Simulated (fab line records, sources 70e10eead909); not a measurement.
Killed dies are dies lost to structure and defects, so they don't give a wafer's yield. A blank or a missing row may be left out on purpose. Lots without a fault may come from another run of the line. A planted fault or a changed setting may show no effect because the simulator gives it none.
Chamber matching | flow nand_harc | NHARC_P_GATE_DESCUM_48 on rie_diel-05: 4 sister chambers
The step chemistry O2, time 3 s. 8 wafers are shown with their chamber, then 9 later ones without.

WAFERS WITH THEIR CHAMBER
wafer  | chamber | throttle_valve_pct (%) | oes_product_au (a.u.)
L074.5 | 0       | 11.300                 | 1.001
L087.3 | 2       | 11.297                 | 0.992
L087.6 | 2       | 11.314                 | 0.988
L089.1 | 1       | 11.328                 | 1.003
L089.4 | 0       | 11.297                 | 1.010
L091.1 | 3       | 11.314                 | 0.995
L091.4 | 3       | 11.316                 | 0.979
L091.5 | 1       | 11.309                 | 0.986

WAFERS WITHOUT THEIR CHAMBER
wafer  | throttle_valve_pct (%) | oes_product_au (a.u.)
L094.3 | 11.317                 | 0.997
L094.5 | 11.318                 | 0.994
L094.6 | 11.321                 | 0.983
L093.1 | 11.312                 | 0.983
L093.4 | 11.308                 | 1.005
L093.5 | 11.312                 | 0.987
L096.1 | 11.315                 | 1.003
L096.2 | 11.304                 | 0.976
L096.5 | 11.315                 | 0.999

WHICH CHAMBER EACH WENT THROUGH
wafer  | from the rows above               | in truth
L094.3 | can't be placed: 1 or 3 or 2 or 0 | 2
L094.5 | can't be placed: 1 or 3 or 2      | 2
L094.6 | can't be placed: 3 or 1 or 2      | 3
L093.1 | can't be placed: 3 or 2 or 1      | 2
L093.4 | can't be placed: 0 or 1 or 2 or 3 | 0
L093.5 | can't be placed: 3 or 2 or 1      | 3
L096.1 | can't be placed: 1 or 3 or 2 or 0 | 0
L096.2 | can't be placed: 2 or 3 or 1 or 0 | 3
L096.5 | can't be placed: 1 or 3 or 2 or 0 | 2
Placed correctly: 0 of 9. Can't be placed from these rows: 9 (the true chamber is among the candidates in 9). Placed wrongly: 0.
How it was worked out, from the rows above alone: a wafer's distance from a chamber is the root of the sum, over the readings, of the square of ((its reading less the chamber's mean) divided by the reading's scatter). The wafer belongs to the nearest chamber; if the next one is less than 2 further off, it can't be placed. A chamber's mean is the mean of its shown wafers. The scatter: the root of (the sum of the squares of (reading less its chamber's mean) over the shown wafers, divided by (wafers less chambers)).
